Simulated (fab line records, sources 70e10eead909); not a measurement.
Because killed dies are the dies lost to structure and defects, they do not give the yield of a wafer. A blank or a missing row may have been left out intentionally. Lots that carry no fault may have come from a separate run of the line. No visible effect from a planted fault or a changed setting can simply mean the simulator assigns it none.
Which tool was responsible? + flow nand_harc + Sampling: 14 lots, 42 wafers, 5 of 1302 route steps

## WHAT EACH GAUGE READ, for each wafer
NHARC_A_ZERO_WELL_CD_MEAS_10: the cd target is 2000 nm.
| lot  | measured     | on        | cd_nm (nm)           |
|------|--------------|-----------|----------------------|
| L893 | day 6 20:40  | cd_sem-01 | 2003.3 2004.6 2004.0 |
| L894 | day 7 09:53  | cd_sem-01 | 2003.4 2004.1 2005.8 |
| L895 | day 7 10:02  | cd_sem-03 | 2001.2 1999.2 1999.1 |
| L897 | day 8 02:24  | cd_sem-01 | 1999.6 2000.1 2000.1 |
| L898 | day 8 14:57  | cd_sem-03 | 1999.9 1997.6 2002.0 |
| L899 | day 9 05:09  | cd_sem-02 | 1998.8 1997.9 1999.5 |
| L904 | day 11 03:47 | cd_sem-03 | 1999.8 2001.8 2000.8 |
| L906 | day 12 01:36 | cd_sem-02 | 2001.2 2000.2 1998.0 |
| L909 | day 13 09:41 | cd_sem-01 | 1998.3 1998.1 1998.8 |
| L911 | day 14 01:46 | cd_sem-01 | 1998.8 2001.0 1999.9 |
| L912 | day 14 18:31 | cd_sem-01 | 1999.5 2002.7 1998.9 |
| L913 | day 15 05:58 | cd_sem-03 | 2002.3 2002.9 2000.9 |
| L915 | day 15 22:56 | cd_sem-03 | 1999.9 1999.6 1999.3 |
| L916 | day 16 10:06 | cd_sem-02 | 2000.9 2000.8 2000.0 |

NHARC_A_ZERO_WELL_INSPECT_17.
| lot  | measured     | on                | raw_defect_count |
|------|--------------|-------------------|------------------|
| L893 | day 6 22:11  | defect_inspect-01 | 11 5 0           |
| L894 | day 7 11:38  | defect_inspect-02 | 8 6 20           |
| L895 | day 7 11:51  | defect_inspect-02 | 4 14 11          |
| L897 | day 8 03:52  | defect_inspect-01 | 7 7 10           |
| L898 | day 8 16:25  | defect_inspect-01 | 4 7 6            |
| L899 | day 9 06:40  | defect_inspect-02 | 2 11 7           |
| L904 | day 11 05:17 | defect_inspect-01 | 6 6 9            |
| L906 | day 12 03:04 | defect_inspect-02 | 9 9 9            |
| L909 | day 13 11:08 | defect_inspect-01 | 4 7 7            |
| L911 | day 14 03:17 | defect_inspect-01 | 12 16 12         |
| L912 | day 14 19:58 | defect_inspect-01 | 3 13 6           |
| L913 | day 15 07:25 | defect_inspect-01 | 3 9 6            |
| L915 | day 16 00:24 | defect_inspect-02 | 8 11 13          |
| L916 | day 16 11:36 | defect_inspect-01 | 16 13 6          |

NHARC_A_ONON_D1_THK_MEAS_14: measures by ellipsometry.
| lot  | measured     | on            | thk_nm (nm)    |
|------|--------------|---------------|----------------|
| L893 | day 7 20:31  | film_metro-02 | 993 992 991    |
| L894 | day 8 10:40  | film_metro-02 | 1009 1007 1008 |
| L895 | day 8 10:39  | film_metro-01 | 1007 1007 1009 |
| L897 | day 9 02:03  | film_metro-01 | 990 990 990    |
| L898 | day 9 18:43  | film_metro-01 | 990 988 990    |
| L899 | day 10 07:20 | film_metro-01 | 992 991 990    |
| L904 | day 12 05:50 | film_metro-02 | 1009 1009 1009 |
| L906 | day 13 01:20 | film_metro-01 | 1004 1006 1005 |
| L909 | day 14 11:30 | film_metro-01 | 999 999 1000   |
| L911 | day 15 01:32 | film_metro-02 | 1005 1005 1005 |
| L912 | day 15 20:46 | film_metro-01 | 988 987 987    |
| L913 | day 16 06:51 | film_metro-01 | 993 991 992    |
| L915 | day 17 06:58 | film_metro-02 | 990 993 993    |
| L916 | day 17 10:55 | film_metro-02 | 1016 1016 1016 |

NHARC_A_ONON_D1_THK_MEAS_27: measures by ellipsometry.
| lot  | measured     | on            | thk_nm (nm)             |
|------|--------------|---------------|-------------------------|
| L893 | day 8 05:59  | film_metro-01 | 996 996 995             |
| L894 | day 8 20:44  | film_metro-01 | 992 992 992             |
| L895 | day 8 20:46  | film_metro-02 | 1008 1007 1006          |
| L897 | day 9 11:22  | film_metro-01 | 991 991 992             |
| L898 | day 10 06:04 | film_metro-01 | 986 984 984             |
| L899 | day 10 17:05 | film_metro-02 | 995 995 996             |
| L904 | day 12 17:30 | film_metro-02 | 768 981 767 767 980 768 |
| L906 | day 13 11:40 | film_metro-01 | 996 783 783 995 782 783 |
| L909 | day 14 21:42 | film_metro-02 | 1010 1008 1008          |
| L911 | day 15 14:47 | film_metro-01 | 989 990 990             |
| L912 | day 16 07:55 | film_metro-02 | 982 982 981             |
| L913 | day 16 19:49 | film_metro-01 | 1000 998 999            |
| L915 | day 17 19:49 | film_metro-02 | 999 1000 1000           |
| L916 | day 17 19:49 | film_metro-01 | 1002 1002 1001          |

## WHICH TOOL RAN EACH LOT (tool, then ch and the chambers of the sampled wafers, then the start)
| lot  | NHARC_A_ONON_D1_DEP_25           |
|------|----------------------------------|
| L893 | pecvd_onon-01 ch 0, day 8 05:35  |
| L894 | pecvd_onon-03 ch 0, day 8 20:14  |
| L895 | pecvd_onon-01 ch 0, day 8 20:15  |
| L897 | pecvd_onon-03 ch 0, day 9 10:50  |
| L898 | pecvd_onon-01 ch 0, day 10 05:33 |
| L899 | pecvd_onon-04 ch 0, day 10 16:45 |
| L904 | pecvd_onon-03 ch 0, day 12 17:10 |
| L906 | pecvd_onon-03 ch 0, day 13 11:09 |
| L909 | pecvd_onon-01 ch 0, day 14 21:11 |
| L911 | pecvd_onon-04 ch 0, day 15 14:16 |
| L912 | pecvd_onon-01 ch 0, day 16 07:35 |
| L913 | pecvd_onon-03 ch 0, day 16 19:22 |
| L915 | pecvd_onon-01 ch 0, day 17 19:19 |
| L916 | pecvd_onon-03 ch 0, day 17 19:19 |
- NHARC_A_ONON_D1_DEP_25: target thk 1000 nm.

## AS READ BY THE TOOLS THEMSELVES (means over the sampled wafers that have a number; for cases with no such wafer, the mark the record gives instead)
The record holds no such reading with a usual standard deviation.

## THE ANSWER, worked out from the rows above alone
Rule: the usual values come from the lots themselves. Put in order of their means at a reading, lots are off if they are a third of the lots or fewer, leave a main group of 4 or more, and stand apart from it by a gap of 3 or more times the standard deviation of the main group's means; of several such gaps the widest counts. If all means in a main group match to the digits the tables above print for the reading, that group is not used. Also off: a lot with no number at a reading for which 4 or more lots have one. Where the step has rows for the other lots, those lots are counted as sound. The gauges are gone through in route order, then the tools' own readings, and for those a lot's mean is taken as printed above. The first step at which some lot is off is used, and at that step the reading that is off furthest; a lot without a number counts as furthest.
Off at NHARC_A_ONON_D1_THK_MEAS_27 (thk_nm): L904, L906. The main group: mean 996 nm, standard deviation 7.9.
A tool fits if, at a process step before that reading, it ran every lot that is off, and no sound lot after the first of them. Those tools and the gauges at NHARC_A_ONON_D1_THK_MEAS_27 are tried in the same way. None of those tried fits.

## WHAT WAS PUT IN BY THE SIMULATOR
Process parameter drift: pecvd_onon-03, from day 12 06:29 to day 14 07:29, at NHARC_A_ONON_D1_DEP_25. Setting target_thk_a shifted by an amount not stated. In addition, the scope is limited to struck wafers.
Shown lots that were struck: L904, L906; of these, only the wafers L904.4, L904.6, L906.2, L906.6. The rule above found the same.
